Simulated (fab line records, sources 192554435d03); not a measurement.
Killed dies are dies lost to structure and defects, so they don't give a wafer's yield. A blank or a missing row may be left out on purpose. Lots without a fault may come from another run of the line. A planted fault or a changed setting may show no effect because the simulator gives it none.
Split-lot experiment | flow n5_finfet | 7 lots, 21 wafers read, on a route of 1938 steps

THE SPLIT
At N5_DUMMY_GATE_HM_DEP_06 (deposits SiNx from DCS/NH3, target thk 80 nm, time 5141 s), the setting time_s was moved away from the recipe's 5141 s on 12 of the 21 wafers read, by -11.8% to +8.0%. The other wafers ran this setting at the recipe's value.

The reading is taken at the split's own step.

THE READING
SiNx_of_DUMMY_GATE_HM_DEP_06.thk_nm (the simulator's own value, which no gauge read), in nm, at N5_DUMMY_GATE_HM_DEP_06 (deposits SiNx from DCS/NH3, target thk 80 nm, time 5141 s). The file gives no usual value for it. The 9 wafers here that ran the recipe average 80.3 nm, standard deviation 0.89 nm.

wafer  | tool, chamber at the split | time_s as run, s | against the recipe | SiNx_of_DUMMY_GATE_HM_DEP_06.thk_nm, nm | against lot-mates on the recipe
L076.1 | -, -                       | 4533             | -11.8%             | 71.4                                    | no lot-mate on the recipe
L076.4 | -, -                       | 4533             | -11.8%             | 71.4                                    | no lot-mate on the recipe
L076.6 | -, -                       | 4533             | -11.8%             | 71.2                                    | no lot-mate on the recipe
L079.2 | -, -                       | 5141             | recipe             | 81                                      | -
L079.3 | -, -                       | 5141             | recipe             | 81.4                                    | -
L079.6 | -, -                       | 5141             | recipe             | 80.8                                    | -
L081.3 | -, -                       | 5537             | +7.7%              | 86.8                                    | no lot-mate on the recipe
L081.4 | -, -                       | 5537             | +7.7%              | 86.6                                    | no lot-mate on the recipe
L081.5 | -, -                       | 5537             | +7.7%              | 87                                      | no lot-mate on the recipe
L083.1 | -, -                       | 5141             | recipe             | 79.2                                    | -
L083.3 | -, -                       | 5141             | recipe             | 78.8                                    | -
L083.6 | -, -                       | 5141             | recipe             | 79.4                                    | -
L086.1 | -, -                       | 5550             | +8.0%              | 88.6                                    | no lot-mate on the recipe
L086.2 | -, -                       | 5550             | +8.0%              | 88.8                                    | no lot-mate on the recipe
L086.3 | -, -                       | 5550             | +8.0%              | 89                                      | no lot-mate on the recipe
L088.4 | lpcvd-01, 1/79             | 5141             | recipe             | 81.2                                    | -
L088.5 | lpcvd-01, 1/84             | 5141             | recipe             | 80.2                                    | -
L088.6 | lpcvd-01, 1/89             | 5141             | recipe             | 80.6                                    | -
L089.1 | -, -                       | 4627             | -10.0%             | 72.4                                    | no lot-mate on the recipe
L089.2 | -, -                       | 4627             | -10.0%             | 72                                      | no lot-mate on the recipe
L089.6 | -, -                       | 4627             | -10.0%             | 72                                      | no lot-mate on the recipe

THE FIT
A straight line over all 21 wafers: SiNx_of_DUMMY_GATE_HM_DEP_06.thk_nm changes by +0.85 nm for each +1% of time_s; r = +0.99; the points scatter about the line by 0.93 nm.
Too few moved wafers have a lot-mate on the recipe to fit a line with each lot's own level taken away.

THE FILE'S OWN FIT
SiNx_of_DUMMY_GATE_HM_DEP_06.thk_nm changes by +0.85 nm for each +1% of time_s, r = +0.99.
